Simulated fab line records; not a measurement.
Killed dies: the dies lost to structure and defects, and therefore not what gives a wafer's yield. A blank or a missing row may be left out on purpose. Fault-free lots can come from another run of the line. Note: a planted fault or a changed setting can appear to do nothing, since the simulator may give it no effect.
fab line records ; flow n5Finfet
record: lots: 11; wafers: 30; lastDay: 19
route steps=1938 shown BEOL_M0@729 BEOL_M4@1111 PASSIVATION@1936
lots untouched by any fault: they come from a run of this same line in which no faults occurred
startH: the number of hours between the record's first day and the start of the first shown wafer of the lot ; waitH: hours since the lot's step before ; " the same as in the row above ; L1.1+2: one row covering several wafers at once ; - no value present, or no start provided ; * or withheld: withheld ; < > ~ a bound
route shown NAME@n: a module of which the file shows steps, and the number in the route of the first ; usual: mean/standard deviation of fault-free wafers ; same: alike in all rows ; chamber/n: place in a boat ; sites: each site's reading ; _std_site: standard deviation of those values ; _edge_site: the outer-site mean with the inner-site mean subtracted ; radiusMm: for every site, how far away it sits from the centre of the wafer ; mask NAME#n: copy n ; behind: the tool/chamber that last shaped the wafer ; hold: why the lot went on hold/how many hours it stayed there/how the hold came to an end ; device: the n, p or np transistor that did not switch ; end of line: tests run on the same wafers once the route is complete ; step lacking rows: just its recipe ; killed: dies lost to structure and defects at the first sort, not the wafer's yield ; map: shows each die of a wafer: x if killed, . if not, _ if none is there
set.NAME: the setting the step ran with; set.NAME@STEP: the setting that earlier step ran with ; model.NAME: the simulator's own value behind a step, which no gauge read
the route's steps for a sample of lots (tables are steps, rows are wafers)
services: the hour from which a tool's chamber was out of use, counted from the record's first day as startH (under 0 if before that day), plus the number of hours and why
== steps ==
step: N5_BEOL_M0_DEGAS_112
recipe: ambient: vacuum; tempC: 250; timeS: 60
usual: heaterPowerW: 313/37
lot.wafer;tool;chamber;startH;waitH;heaterPowerW
L836.1;pvdSputter-02;-;119.19;0.2;324
L836.3;pvdSputter-02;-;119.19;0.2;285
L836.6;pvdSputter-02;-;119.19;0.2;390
L837.2;pvdSputter-03;-;133.35;0.1;277
L837.4;pvdSputter-03;-;133.35;0.1;344
L837.6;pvdSputter-03;-;133.35;0.1;353
L838.1;pvdSputter-01;-;138.65;1.5;355
L838.4;pvdSputter-01;-;138.65;1.5;294
L838.5;pvdSputter-01;-;138.65;1.5;318
L843.1;pvdSputter-03;-;161.68;0.1;289
L843.3;pvdSputter-03;-;161.68;0.1;265
L843.4;pvdSputter-03;-;161.68;0.1;292
L844.3;pvdSputter-01;-;172.21;0.4;297
L844.4;pvdSputter-01;-;172.21;0.4;323
L844.6;pvdSputter-01;-;172.21;0.4;351
L845.2;pvdSputter-02;-;179.23;0.3;281
L845.4;pvdSputter-02;-;179.23;0.3;386
L845.6;pvdSputter-02;-;179.23;0.3;329
L846.1;pvdSputter-03;-;182.84;0.7;281
L846.4;pvdSputter-03;-;182.84;0.7;277
L846.6;pvdSputter-03;-;182.84;0.7;274
L849.4;pvdSputter-02;-;202.42;0.6;290
L849.5;pvdSputter-02;-;202.42;0.6;318
L851.3;pvdSputter-03;-;210.71;0.9;260
L851.6;pvdSputter-03;-;210.71;0.9;265
L856.5;pvdSputter-03;-;243.89;1.3;345
L856.6;pvdSputter-03;-;243.89;1.3;266
L858.2;pvdSputter-01;-;261.33;0.2;294
L858.4;pvdSputter-01;-;261.33;0.2;346
L858.5;pvdSputter-01;-;261.33;0.2;289
step: N5_BEOL_M0_SPUTTER_134
recipe: material: Cu; targetThkA: 40; tempC: -20; chamberPressurePa: 0.07; powerW: withheld; timeS: 7.37
usual: throttleValvePct: 29.8/1
lot.wafer;tool;chamber;startH;waitH;throttleValvePct
L836.1;pvdSputter-03;-;120.18;0.0;30.5
L836.3;pvdSputter-03;-;120.18;0.0;29.1
L836.6;pvdSputter-03;-;120.18;0.0;28.3
L837.2;pvdSputter-03;-;134.35;0.0;29.2
L837.4;pvdSputter-03;-;134.35;0.0;30.5
L837.6;pvdSputter-03;-;134.35;0.0;30.7
L838.1;pvdSputter-01;-;139.83;0.0;30.2
L838.4;pvdSputter-01;-;139.83;0.0;27.6
L838.5;pvdSputter-01;-;139.83;0.0;29.8
L843.1;pvdSputter-02;-;162.61;0.0;29.6
L843.3;pvdSputter-02;-;162.61;0.0;29.8
L843.4;pvdSputter-02;-;162.61;0.0;31.6
L844.3;pvdSputter-03;-;173.16;0.0;28.6
L844.4;pvdSputter-03;-;173.16;0.0;28.4
L844.6;pvdSputter-03;-;173.16;0.0;29.0
L845.2;pvdSputter-03;-;179.96;0.0;30.6
L845.4;pvdSputter-03;-;179.96;0.0;28.5
L845.6;pvdSputter-03;-;179.96;0.0;30.6
L846.1;pvdSputter-01;-;183.90;0.0;30.1
L846.4;pvdSputter-01;-;183.90;0.0;29.6
L846.6;pvdSputter-01;-;183.90;0.0;27.7
L849.4;pvdSputter-01;-;203.35;0.0;27.6
L849.5;pvdSputter-01;-;203.35;0.0;31.1
L851.3;pvdSputter-01;-;211.65;0.0;27.5
L851.6;pvdSputter-01;-;211.65;0.0;30.0
L856.5;pvdSputter-03;-;244.75;0.0;31.0
L856.6;pvdSputter-03;-;244.75;0.0;29.3
L858.2;pvdSputter-02;-;262.28;0.0;32.0
L858.4;pvdSputter-02;-;262.28;0.0;29.9
L858.5;pvdSputter-02;-;262.28;0.0;30.6
step: N5_BEOL_M0_CMP_120
recipe: stopOn: SiOC; tOverpolishS: 6.9; downForcePsi: 1; platenRpm: 50; clearingPlatenDownForcePsi: 1.5; clearingPlatenRpm: 50; postCmpClean: cuAlkaline; clearingPlatenPadVelocityMS: 0.99484; padVelocityMS: 0.99484
usual: barrierFieldEndpointS: 3.67/0.13; motorCurrentA: 6.2/0.58; overpolishRunS: 6.899/0.0099; retainingRingPressureFrac: 1.000/0.0053; timeToEndpointS: 62.6/2.5
lot.wafer;tool;chamber;startH;waitH;barrierFieldEndpointS;motorCurrentA;overpolishRunS;retainingRingPressureFrac;timeToEndpointS
L836.1;cmp-02;1;122.42;0.3;3.65;6.6;6.897;1.007;65.4
L836.3;cmp-02;3;122.42;0.3;3.98;7.0;6.901;1.006;65.3
L836.6;cmp-02;1;122.42;0.3;3.72;6.3;6.906;1.012;67.1
L837.2;cmp-03;3;135.85;0.2;3.51;5.5;6.925;1.004;60.9
L837.4;cmp-03;2;135.85;0.2;3.55;5.5;6.886;1.003;60.5
L837.6;cmp-03;0;135.85;0.2;3.65;5.9;6.896;0.993;64.9
L838.4;cmp-03;2;141.41;0.1;3.76;5.7;6.904;0.992;62.2
L838.1;cmp-03;3;141.41;0.1;3.58;5.4;6.920;1.001;60.6
L838.5;cmp-03;3;141.41;0.1;3.65;5.6;6.907;0.994;58.9
L843.3;cmp-03;2;164.67;0.2;3.67;5.4;6.906;0.998;65.4
L843.1;cmp-03;0;164.67;0.2;3.62;5.7;6.885;0.995;68.0
L843.4;cmp-03;1;164.67;0.2;3.63;6.2;6.891;1.000;63.6
L844.4;cmp-02;0;177.15;0.2;3.57;5.6;6.891;0.997;61.7
L844.3;cmp-02;2;177.15;0.2;3.51;6.6;6.882;0.998;62.9
L844.6;cmp-02;0;177.15;0.2;3.57;5.6;6.878;0.996;62.6
L845.4;cmp-02;1;183.43;0.1;3.68;6.7;6.898;0.997;61.4
L845.2;cmp-02;2;183.43;0.1;3.61;6.9;6.897;1.005;60.4
L845.6;cmp-02;1;183.43;0.1;3.72;6.9;6.893;0.998;62.4
L846.4;cmp-02;2;185.21;0.1;3.73;6.9;6.903;1.002;62.3
L846.1;cmp-02;0;185.21;0.1;3.70;5.8;6.897;1.005;64.7
L846.6;cmp-02;2;185.21;0.1;3.70;6.8;6.890;1.002;62.4
L849.4;cmp-02;2;204.84;0.2;4.01;6.6;6.893;1.005;64.5
L849.5;cmp-02;1;204.84;0.2;7.38;7.0;6.901;1.003;82.2
L851.3;cmp-02;3;213.47;0.3;3.78;7.4;6.899;1.008;62.2
L851.6;cmp-02;0;213.47;0.3;7.54;5.6;6.911;1.000;81.3
L856.6;cmp-02;2;246.01;0.2;6.96;6.9;6.900;0.997;81.4
L856.5;cmp-02;3;246.01;0.2;7.04;7.2;6.880;0.998;81.2
L858.4;cmp-04;1;263.11;0.2;3.51;6.3;6.908;0.991;62.4
L858.2;cmp-04;2;263.11;0.2;3.53;6.5;6.903;1.006;61.2
L858.5;cmp-04;0;263.11;0.2;3.66;6.0;6.893;0.999;65.7
step: N5_BEOL_M0_INSPECT_127
recipe: inspectInstrument: darkfield; mode: postDep
usual: rawDefectCount: 67/23
lot.wafer;tool;chamber;startH;waitH;rawDefectCount
L836.1;defectInspect-02;-;123.06;0.0;71
L836.3;defectInspect-02;-;123.06;0.0;76
L836.6;defectInspect-02;-;123.06;0.0;74
L837.2;defectInspect-01;-;136.49;0.0;84
L837.4;defectInspect-01;-;136.49;0.0;59
L837.6;defectInspect-01;-;136.49;0.0;86
L838.1;defectInspect-02;-;141.99;0.0;54
L838.4;defectInspect-02;-;141.99;0.0;37
L838.5;defectInspect-02;-;141.99;0.0;34
L843.1;defectInspect-01;-;165.25;0.0;47
L843.3;defectInspect-01;-;165.25;0.0;66
L843.4;defectInspect-01;-;165.25;0.0;87
L844.3;defectInspect-02;-;177.70;0.0;111
L844.4;defectInspect-02;-;177.70;0.0;93
L844.6;defectInspect-02;-;177.70;0.0;83
L845.2;defectInspect-01;-;184.01;0.0;51
L845.4;defectInspect-01;-;184.01;0.0;43
L845.6;defectInspect-01;-;184.01;0.0;48
L846.1;defectInspect-02;-;185.79;0.0;147
L846.4;defectInspect-02;-;185.79;0.0;123
L846.6;defectInspect-02;-;185.79;0.0;119
L849.4;defectInspect-01;-;205.41;0.0;75
L849.5;defectInspect-01;-;205.41;0.0;3502
L851.3;defectInspect-02;-;214.09;0.0;40
L851.6;defectInspect-02;-;214.09;0.0;3642
L856.5;defectInspect-02;-;246.44;0.0;3551
L856.6;defectInspect-02;-;246.44;0.0;3526
L858.2;defectInspect-02;-;263.61;0.0;59
L858.4;defectInspect-02;-;263.61;0.0;48
L858.5;defectInspect-02;-;263.61;0.0;45
step: N5_BEOL_M4_RC_MEAS_101
usual: DIBL_N: 35.8/1.7; DIBL_P: 35.3/2; IOFF_N: 0.150/0.026; IOFF_P: 0.194/0.029; ION_N: 667/11; ION_P: 456/7.1; SS_N: 71.4/0.65; SS_P: 73.1/0.64; VT_N: 251/3; VT_P: -252/3.2
lot.wafer;tool;chamber;startH;waitH;DIBL_N[mV/V];DIBL_P[mV/V];IOFF_N[nA/um];IOFF_P[nA/um];ION_N[uA/um];ION_P[uA/um];SS_N[mV/dec];SS_P[mV/dec];VT_N[mV];VT_P[mV]
L836.1;prober-01;0;209.88;0.0;36.5;36.8;0.156;0.193;678;461;72.2;73.0;253;-252
L836.3;prober-01;0;209.88;0.0;32.5;32.0;0.103;0.136;649;447;70.9;71.8;258;-258
L836.6;prober-01;0;209.88;0.0;35.6;36.5;0.150;0.190;675;466;71.2;74.1;250;-254
L838.1;prober-02;0;223.98;0.0;36.1;36.4;0.148;0.197;663;452;71.0;73.3;252;-252
L838.4;prober-02;0;223.98;0.0;36.0;36.0;0.150;0.196;671;462;71.1;73.4;253;-255
L838.5;prober-02;0;223.98;0.0;37.7;37.8;0.173;0.228;666;457;72.4;74.0;247;-250
L837.2;prober-01;0;242.50;0.2;37.5;35.6;0.165;0.191;659;444;72.8;73.9;253;-255
L837.4;prober-01;0;242.50;0.2;38.0;37.8;0.195;0.236;665;447;72.9;74.3;246;-248
L837.6;prober-01;0;242.50;0.2;35.9;35.0;0.141;0.187;644;442;72.0;72.9;253;-253
L843.1;prober-02;0;269.99;0.0;34.0;35.8;0.141;0.208;676;468;70.9;72.7;250;-249
L843.3;prober-02;0;269.99;0.0;32.6;33.2;0.123;0.172;667;458;70.8;71.9;251;-251
L843.4;prober-02;0;269.99;0.0;36.1;38.3;0.184;0.250;680;468;71.3;73.2;247;-243
L844.3;prober-01;0;273.25;0.3;36.8;35.8;0.160;0.220;670;466;71.6;73.3;251;-246
L844.4;prober-01;0;273.25;0.3;36.0;34.6;0.148;0.216;672;463;71.1;73.3;250;-245
L844.6;prober-01;0;273.25;0.3;36.3;36.0;0.154;0.232;666;463;71.7;73.3;250;-246
L846.1;prober-02;0;276.82;0.0;33.9;32.9;0.124;0.169;660;451;71.0;72.6;254;-252
L846.4;prober-02;0;276.82;0.0;35.7;34.6;0.149;0.199;673;465;70.5;72.7;252;-251
L846.6;prober-02;0;276.82;0.0;36.5;34.1;0.156;0.182;665;450;70.8;72.6;251;-254
L845.2;prober-01;0;277.01;0.2;34.5;36.0;0.148;0.217;665;464;71.5;73.9;250;-247
L845.4;prober-01;0;277.01;0.2;33.9;34.6;0.136;0.202;660;463;70.9;72.9;251;-250
L845.6;prober-01;0;277.01;0.2;35.6;36.7;0.175;0.238;671;462;71.9;73.8;247;-246
L849.4;prober-01;0;287.41;0.5;33.9;32.7;0.123;0.162;656;453;71.0;72.5;252;-254
L851.3;prober-02;0;314.02;0.3;37.0;36.5;0.162;0.206;678;464;71.6;73.9;249;-249
L858.2;prober-02;0;347.74;0.2;37.6;35.2;0.177;0.217;680;463;71.3;73.9;248;-248
L858.4;prober-02;0;347.74;0.2;36.5;35.3;0.159;0.212;669;461;70.4;72.7;250;-250
L858.5;prober-02;0;347.74;0.2;36.8;36.0;0.167;0.225;679;464;71.2;73.7;250;-252
step: N5_PASSIVATION_PROBE_49
usual: defectLimitedYield: 91.5/1.4; killed_at_M0_to_M3: 34/11; killed_at_M4_up: 15/6; killedAtContacts: 11/5.9; killedAtFrontEnd: 37/11; killedAtOther: 3.6/2.9; killedDies: 101/17; killedOnRim: 13/4; killedOpen: 66/12; killedShort: 33/7.8; sort_bin_5_function: 5.0/0.97; sort_bin_6_memory: 3.2/0.65; sort_bin_8_speed: 0.02/0.2; sortNPass: 1079/17; sortYieldPct: 91.4/1.4
same: grossDies: 1180; killedAtBackSide: 0; sort_bin_4_leakage[%]: 0
lot.wafer;tool;chamber;startH;waitH;defectLimitedYield[%];killed_at_M0_to_M3;killed_at_M4_up;killedAtContacts;killedAtFrontEnd;killedAtOther;killedDies;killedOnRim;killedOpen;killedShort;sort_bin_5_function[%];sort_bin_6_memory[%];sort_bin_8_speed[%];sortNPass;sortYieldPct[%]
L849.4;prober-01;-;392.52;0.2;91.6;32;14;8;43;2;99;15;60;39;4.8;3.4;0;1081;91.6
L849.5;prober-01;-;392.57;0.2;0;1120;18;7;31;4;1180;152;69;32;5.3;2.9;0;0;0
L851.3;prober-01;-;423.75;0.1;91.4;29;16;12;40;5;102;14;60;39;5.5;3.0;0;1078;91.4
L851.6;prober-01;-;423.90;0.3;0;1125;11;6;36;2;1180;152;46;25;3.4;2.5;0;0;0
L856.5;prober-01;-;455.08;0.2;0;1123;20;6;30;1;1180;152;82;29;5.1;4.2;0;0;0
L856.6;prober-01;-;455.13;0.3;0;1134;12;7;26;1;1180;152;55;20;4.1;2.4;0;0;0
killed by level:class
L849.4 BEOL_M0_SAQP:geometricParticle:short=12 STI_FIN_REVEAL:geometricParticle:open=11 GATE_CUT:geometricParticle:short=8 BEOL_M0_SAQP:geometricParticle:open=7 BEOL_M2:geometricParticle:open=7 DUMMY_GATE:geometricParticle:open=5 MOL_CONTACT_COAG:geometricParticle:open=5 BEOL_M4:geometricParticle:open=4
L849.5 BEOL_M0:areaCmp=1077 BEOL_M4:geometricParticle:open=13 BEOL_M0_SAQP:geometricParticle:short=10 BEOL_M3:geometricParticle:open=10 BEOL_M2:geometricParticle:open=9 STI_FIN_REVEAL:geometricParticle:open=8 MOL_CONTACT_COAG:geometricParticle:open=6 BEOL_M0_SAQP:geometricParticle:open=6
L851.3 BEOL_M2:geometricParticle:open=10 STI_FIN_REVEAL:geometricParticle:open=8 MOL_CONTACT_COAG:geometricParticle:open=8 BEOL_M4:geometricParticle:open=8 FIN_SAQP:geometricParticle:short=6 STI_FIN_REVEAL:geometricParticle:short=4 BEOL_M0_SAQP:geometricParticle:short=4 SPACER0:geometricParticle:open=4
L851.6 BEOL_M0:areaCmp=1106 FIN_SAQP:geometricParticle:short=7 FIN_SAQP:geometricParticle:open=7 MOL_CONTACT_COAG:geometricParticle:open=6 BEOL_M0_SAQP:geometricParticle:open=5 BEOL_M4:geometricParticle:open=5 BEOL_M2:geometricParticle:open=4 STI_FIN_REVEAL:geometricParticle:open=3
L856.5 BEOL_M0:areaCmp=1068 BEOL_M0_SAQP:geometricParticle:open=15 BEOL_M4:geometricParticle:open=15 STI_FIN_REVEAL:geometricParticle:open=9 BEOL_M0_SAQP:geometricParticle:short=9 BEOL_M1:geometricParticle:open=8 BEOL_M3:geometricParticle:open=8 FIN_SAQP:geometricParticle:short=6
L856.6 BEOL_M0:areaCmp=1104 STI_FIN_REVEAL:geometricParticle:open=11 MOL_CONTACT_COAG:geometricParticle:open=7 BEOL_M3:geometricParticle:open=6 BEOL_M0_SAQP:geometricParticle:short=5 BEOL_M2:geometricParticle:open=5 BEOL_M0_SAQP:geometricParticle:open=4 BEOL_M1:geometricParticle:open=4
== services ==
tool;chamber;startH;hours;kind
cmp-02;-;110.86;0.5;repair
cmp-04;-;145.15;4.0;pm
cmp-02;-;146.21;7.9;repair
cmp-04;-;149.15;-;consumableReplace:conditioner
cmp-04;-;149.15;-;consumableReplace:pad
cmp-03;-;161.38;0.3;repair
cmp-04;-;170.40;5.5;pm
cmp-02;-;171.78;1.0;repair
cmp-03;-;193.45;7.5;pm
cmp-04;-;210.22;3.0;repair
cmp-03;-;212.44;7.1;pm
cmp-02;-;220.30;7.3;pm
cmp-04;-;222.11;5.8;pm
pvdSputter-02;-;228.43;5.9;repair
cmp-02;-;231.15;6.5;repair
cmp-02;-;238.36;4.0;pm
cmp-02;-;242.36;-;consumableReplace:conditioner
cmp-02;-;242.36;-;consumableReplace:pad
cmp-03;-;246.75;0.9;repair
cmp-04;-;254.38;2.5;repair
== key ==
firstSign: step: N5_BEOL_M0_CMP_120; reading: barrierFieldEndpointS; direction: up; sigmas: 27; usual: 3.67; struck: 7.23
effect: step: N5_BEOL_M0_CMP_120; reading: timeToEndpointS; direction: up; sigmas: 7.5; usual: *; struck: *
effect: step: N5_BEOL_M0_INSPECT_127; reading: rawDefectCount; direction: up; sigmas: 99+; usual: 67; struck: 3555
effect: step: N5_PASSIVATION_PROBE_49; reading: killed_at_M0_to_M3; direction: up; sigmas: 99+; usual: 34; struck: 1126
moreKillsBornAt: N5_BEOL_M0_CMP_120@cmp-02: 4355
metAt N5_BEOL_M0_CMP_120
struckLots L849,L851,L856
struckWafers L849.5,L851.6,L856.5,L856.6
laterRowsLeftOut L849.5,L851.6,L856.5,L856.6
notActingAt N5_BEOL_M0_DEGAS_112,N5_BEOL_M0_SPUTTER_134
onsetBetween 185.21 204.84
fault: kind: processParameterDrift; tool: cmp-02; chamber: -; onsetH: 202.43; steps: N5_BEOL_M0_CMP_120; channel: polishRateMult; offset: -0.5; shape: step; endH: 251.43; scope: struckWafersOnly
laterRowsLeftOut: the simulator's readings of these wafers behind a module that went badly wrong aren't trusted and aren't shown, but for the sort
